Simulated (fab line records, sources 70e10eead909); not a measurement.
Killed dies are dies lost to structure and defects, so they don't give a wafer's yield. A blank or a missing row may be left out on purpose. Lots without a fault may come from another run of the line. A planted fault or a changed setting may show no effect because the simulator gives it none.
A struck lot beside a sound one | flow nand_harc | 36 steps out of a route of 1159
Sound: wafers L288.2, L288.3, L288.6. Struck: wafers L300.3, L300.6. (L300.4 of the same lot was not struck and is left out.) The cause comes at the end.
At each step with rows: each side's tool, then ch and its chambers, then its first start. Under that, the readings that differ: sound wafers | struck wafers | difference of the means | sigmas: that difference in standard deviations of wafers without a fault.
alike: readings whose means differ by less than 2 such deviations, and words and numbers that are the same on both sides. not compared: withheld readings, readings that some wafer has no value for, bounds like >300 that may hide the same value, and numbers for which the record gives no deviation and whose values overlap.
The two part at a step that has a row with sigmas, a row that says differs or no value, or rows on one side only. Numbers that don't overlap but have no deviation are shown without sigmas and don't part them. A reading that every wafer of one side lacks parts them only if that side has two wafers or more.

first, 2 steps without rows for these wafers: NHARC_A_SLIT_PRECLEAN_19 (cleans in SC1); NHARC_A_SLIT_SRD_20.
NHARC_A_SLIT_CD_MEAS_21:
  sound on cd_sem-03, day 15 07:07; struck on cd_sem-01, day 18 02:10
  alike: cd_nm
then, 3 steps without rows for these wafers: NHARC_A_SIN_REMOVE_WET_00 (chemistry H3PO4, time 15300 s); NHARC_A_SIN_REMOVE_PRECLEAN_01 (cleans in SC1); NHARC_A_SIN_REMOVE_SRD_02.
NHARC_A_SIN_REMOVE_INSPECT_04:
  sound on defect_inspect-02, day 15 16:07; struck on defect_inspect-02, day 19 11:48
  alike: raw_defect_count
then, 3 steps without rows for these wafers: NHARC_A_WL_FILL_ALD_00 (deposits Al2O3, target thk 3 nm, pulse time 3 s, ald cycles 30); NHARC_A_WL_FILL_RTA_01 (time 5 s); NHARC_A_WL_FILL_ALD_02 (deposits TiN, target thk 2 nm, pulse time 3 s, ald cycles 100).
NHARC_A_WL_FILL_CVD_03: deposits W, target thk 40 nm, time 3302 s.
  sound on cvd_w-01 ch 0,1, day 16 22:42; struck on cvd_w-02 ch 0, day 20 02:48
  alike: heater_power_w, throttle_valve_pct
  not compared: since_wet_clean_h
NHARC_A_WL_FILL_ETCHBACK_04: etches the open film in NF3, target depth 60 nm, time 120 s.
  sound on rie_metal-02 ch 0,1, day 17 02:02; struck on rie_metal-01 ch 0, day 20 05:14
  reading               | sound             | struck      | difference | sigmas
  oes_product_au (a.u.) | 1.003 1.001 0.997 | 0.974 0.992 | -0.017     | -2
  alike: drypump_motor_current_A
  not compared: rf_hours_counter_h
then, 6 steps without rows for these wafers: NHARC_A_WL_FILL_ETCHBACK_05 (etches the open film in Cl2/BCl3, target depth 22 nm, time 60 s); NHARC_A_WL_FILL_STRIP_27 (strips in N2/H2, time 20 s); NHARC_A_WL_FILL_STRIP_28 (strips in post etch residue remover, time 1200 s); NHARC_A_WL_FILL_PRECLEAN_06 (cleans in DIW, time 300 s); NHARC_A_WL_FILL_SRD_07; NHARC_A_WL_FILL_ANNEAL_08 (time 1800 s).
NHARC_A_WL_FILL_ALD_10: deposits SiO2, target thk 50 nm, pulse time 10 s, ald cycles 500.
  sound on ald_hk-04 ch 1,3, day 17 09:15; struck on ald_hk-03 ch 1,2, day 20 11:26
  alike: heater_power_w, precursor_pulse_height_rel
  not compared: since_wet_clean_h
then, 2 steps without rows for these wafers: NHARC_A_WL_FILL_ETCHBACK_16 (etches the open film in C4F8/O2/Ar, target depth 88 nm, time 17.6 s); NHARC_A_WL_FILL_STRIP_29 (strips in O2, time 20 s).
NHARC_A_WL_FILL_ETCHBACK_17: etches the open film in Cl2/BCl3, target depth 4 nm, time 26.7 s.
  sound on rie_metal-02 ch 0,1, day 17 13:35; struck on rie_metal-01 ch 0,1, day 20 15:14
  alike: drypump_motor_current_A, oes_product_au
  not compared: rf_hours_counter_h
then, 10 steps without rows for these wafers: NHARC_A_WL_FILL_PRECLEAN_18 (cleans in dHF, time 30 s); NHARC_A_WL_FILL_SRD_21; NHARC_A_WL_FILL_CVD_23 (deposits poly-Si, target thk 40 nm, time 800 s); NHARC_A_WL_FILL_ETCHBACK_26 (etches the open film in HBr, target depth 52 nm, time 13.3 s); NHARC_A_WL_FILL_PRECLEAN_30 (cleans in dHF, time 10 s); NHARC_A_WL_FILL_SRD_14; NHARC_A_WL_FILL_ALD_19 (deposits TiN, target thk 2 nm, pulse time 3 s, ald cycles 100); NHARC_A_WL_FILL_CVD_20 (deposits W, target thk 75 nm, time 5064 s); NHARC_A_WL_FILL_CMP_12 (polishes, t overpolish 30 s, target thk 75 nm); NHARC_A_WL_FILL_SRD_31.
NHARC_A_WL_FILL_INSPECT_15:
  sound on defect_inspect-01, day 18 18:11; struck on defect_inspect-01, day 21 17:11
  alike: raw_defect_count
NHARC_A_CONTACT_DEP_24: deposits SiO2, target thk 500 nm.
  the record has rows for the sound wafers here (pecvd-04 ch 0,1,2, day 18 18:22) and none for the struck ones
NHARC_A_CONTACT_DEP_28: deposits aC, target thk 3600 nm.
  the record has rows for the sound wafers here (acl_dep-02 ch 0, day 18 19:20) and none for the struck ones
-- the record jumps here: 5 days lie between the struck wafers' starts before and after (it left off in module A_CONTACT and takes up again in module END, whose first step shown is number 1159 of the route) --
NHARC_END_SORT_01:
  the record has rows for the struck wafers here (prober-01 ch 0, day 26 10:55) and none for the sound ones

WHERE THEY PART
First at NHARC_A_WL_FILL_ETCHBACK_04; last, within this record, at NHARC_END_SORT_01.

WHY: what the simulator had put in
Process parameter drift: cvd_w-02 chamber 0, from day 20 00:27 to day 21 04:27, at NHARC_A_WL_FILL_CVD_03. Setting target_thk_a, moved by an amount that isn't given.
